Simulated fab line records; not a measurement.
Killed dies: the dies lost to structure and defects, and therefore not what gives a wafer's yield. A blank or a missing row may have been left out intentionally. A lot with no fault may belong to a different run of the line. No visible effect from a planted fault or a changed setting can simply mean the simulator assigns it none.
Matching of chambers    flow nand harc    4 sister chambers for NHARC_A_CHANNEL_HOLE_D1_DESCUM_15 on rie diel-05
The step chemistry O2, time 3 s. 4 wafers are shown with their chamber, then 8 later ones without.

## WAFERS WITH THEIR CHAMBER
wafer   chamber  drypump motor current A (A)
L091.2  1        4.9
L091.3  3        6.0
L091.4  0        5.7
L090.1  2        5.7

## WAFERS WHOSE CHAMBER IS MISSING
wafer   drypump motor current A (A)
L090.2  4.9
L090.5  4.9
L094.1  4.9
L094.2  5.6
L094.3  5.7
L096.1  5.7
L096.2  4.9
L096.4  5.7

## CHAMBER TAKEN BY EACH
wafer   from the rows above      in truth
L090.2  1                        1
L090.5  1                        1
L094.1  1                        1
L094.2  can't be placed: 0 or 2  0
L094.3  can't be placed: 0 or 2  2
L096.1  can't be placed: 0 or 2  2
L096.2  1                        1
L096.4  can't be placed: 0 or 2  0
4 of 8 placed correctly. Can't be placed from these rows: 4 (the true chamber is among the candidates in 4). Wrongly placed: 0.
How it was worked out, from the rows above alone: a wafer's distance from a chamber is the root of the sum, over the readings, of the square of ((its reading less the chamber's mean) divided by the reading's scatter). The wafer belongs to the nearest chamber; if the next one is less than 2 further off, it can't be placed. The mean given for a chamber averages the wafers shown for that chamber. The scatter: with one shown wafer a chamber, the root of the mean of the squares of how far each hidden wafer lies from its nearest shown one.
